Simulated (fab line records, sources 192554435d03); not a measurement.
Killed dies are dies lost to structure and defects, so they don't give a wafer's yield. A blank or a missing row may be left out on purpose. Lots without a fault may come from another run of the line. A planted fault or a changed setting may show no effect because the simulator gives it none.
A struck lot beside a sound one | flow n5_finfet | 36 steps out of a route of 1938
Sound: wafers L337.2, L337.3, L337.6. Struck: wafers L349.1, L349.2, L349.3. The cause comes at the end.
At each step with rows: each side's tool, then ch and its chambers, then its first start. Under that, the readings that differ: sound wafers | struck wafers | difference of the means | sigmas: that difference in standard deviations of wafers without a fault.
alike: readings whose means differ by less than 2 such deviations, and words and numbers that are the same on both sides. not compared: withheld readings, readings that some wafer has no value for, bounds like >300 that may hide the same value, and numbers for which the record gives no deviation and whose values overlap.
The two part at a step that has a row with sigmas, a row that says differs or no value, or rows on one side only. Numbers that don't overlap but have no deviation are shown without sigmas and don't part them. A reading that every wafer of one side lacks parts them only if that side has two wafers or more.

first, 9 steps without rows for these wafers: N5_BEOL_M4_ANNEAL_95 (time 240 s); N5_BEOL_M4_SPUTTER_96 (material Cu, target thk 4.5 nm, time 8.29 s); N5_BEOL_M4_ECD_50 (material Cu, target thk 300 nm); N5_BEOL_M4_ANNEAL_51 (time 90 s); N5_BEOL_M4_CMP_52 (polishes, stops on SiOC, t overpolish 6.8 s, target thk 40 nm); N5_BEOL_M4_PRE_CLEAN_60 (time 15 s); N5_BEOL_M4_CO_CAP_55 (material Co, precursor CCTBA/H2, target thk 2 nm, time 102.1 s); N5_BEOL_M4_PRE_CLEAN_56 (time 15 s); N5_BEOL_M4_DEP_57 (deposits SiCN from 3MS/NH3, target thk 8 nm, time 14 s).
N5_BEOL_M4_RC_MEAS_101:
  sound on prober-01 ch 0, day 9 20:24; struck on prober-01 ch 0, day 13 00:59
  alike: DIBL_N, DIBL_P, IOFF_N, IOFF_P, ION_N, ION_P, SS_N, SS_P, VT_N, VT_P
then, 24 steps without rows for these wafers: N5_BEOL_M5_ILD_DEP_00 (deposits SiCOH lowk from DEMS/porogen, target thk 140.64 nm, time 25.9 s); N5_BEOL_M5_CURE_79 (cures SiCOH lowk, time 240 s); N5_BEOL_M5_PECVD_70 (deposits SiO2 from TEOS/O2, target thk 16 nm, time 18 s); N5_BEOL_M5_HM_DEP_02 (deposits TiN, target thk 20 nm); N5_BEOL_M5_COAT_59 (time 60 s, resist thk 60 nm); N5_BEOL_M5_COAT_60 (time 60 s, resist thk 12 nm); N5_BEOL_M5_COAT_71 (time 60 s, resist thk 5 nm); N5_BEOL_M5_COAT_05 (resist thk 30 nm); N5_BEOL_M5_EBR_07; N5_BEOL_M5_SOFTBAKE_06 (time 60 s); N5_BEOL_M5_EXPOSE_08 (exposes mask M5, target cd 28 nm); N5_BEOL_M5_PEB_09 (peb time 60 s); N5_BEOL_M5_DEVELOP_10 (develop time 30 s); N5_BEOL_M5_DESCUM_16 (chemistry O2, time 7 s); N5_BEOL_M5_ETCH_72 (etches underlayer in N2/H2, target depth 6.5 nm, time 5.2 s); N5_BEOL_M5_ETCH_61 (etches SiARC in CF4, target depth 15.6 nm, time 26 s); N5_BEOL_M5_ETCH_62 (etches SOC in N2/H2, target depth 75 nm, overetch 15 nm, time 112.5 s); N5_BEOL_M5_STRIP_63 (strips in N2/H2); N5_BEOL_M5_STRIP_73 (strips in N2/H2); N5_BEOL_M5_STRIP_64 (strips in CF4); N5_BEOL_M5_HM_OPEN_17 (chemistry Cl2/BCl3, target TiN, target depth 20 nm, overetch 6 nm); N5_BEOL_M5_STRIP_19 (strips in O2); N5_BEOL_M5_COAT_65 (time 60 s, resist thk 60 nm); N5_BEOL_M5_COAT_66 (time 60 s, resist thk 12 nm).
N5_BEOL_M7_DEP_56: deposits SiCN from 3MS/NH3, target thk 10 nm, time 17.5 s.
  sound on pecvd-04 ch 1,2, day 10 22:43; struck on pecvd-01 ch 0,2, day 14 05:07
  no value came back on the struck wafers for chamber_pressure_Torr (Torr), rf_fwd_power_W (W), showerhead_plenum_p_Torr (Torr), throttle_valve_pct (%); on the sound wafers chamber_pressure_Torr (Torr) reads 3.010 2.994 3.006
-- the record jumps here: 3 days lie between the struck wafers' starts before and after (it left off in module BEOL_M7 and takes up again in module PASSIVATION, whose first step shown is number 1936 of the route) --
N5_PASSIVATION_PROBE_49:
  sound on prober-02, day 13 21:56; struck on prober-02, day 17 07:57
  reading                  | sound          | struck         | difference | sigmas
  defect_limited_yield (%) | 88.5 91.1 90.6 | 0 0 0          | -90        | -60
  killed_at_M4_up          | 12 17 20       | 1056 1080 1092 | +1060      | +99 or more
  killed_dies              | 136 105 111    | 1180 1180 1180 | +1063      | +63
  killed_on_rim            | 18 12 6        | 152 152 152    | +140       | +35
  sort_bin_5_function (%)  | 7.2 5.0 6.1    | 95.6 96.0 96.4 | +89.9      | +97
  sort_n_pass              | 1044 1075 1069 | 0 0 0          | -1063      | -63
  sort_yield_pct (%)       | 88.5 91.1 90.6 | 0 0 0          | -90        | -64
  alike: killed_at_M0_to_M3, killed_at_contacts, killed_at_front_end, killed_at_other, killed_open, killed_short, sort_bin_6_memory

WHERE THEY PART
First at N5_BEOL_M7_DEP_56; last, within this record, at N5_PASSIVATION_PROBE_49.

WHY: what the simulator had put in
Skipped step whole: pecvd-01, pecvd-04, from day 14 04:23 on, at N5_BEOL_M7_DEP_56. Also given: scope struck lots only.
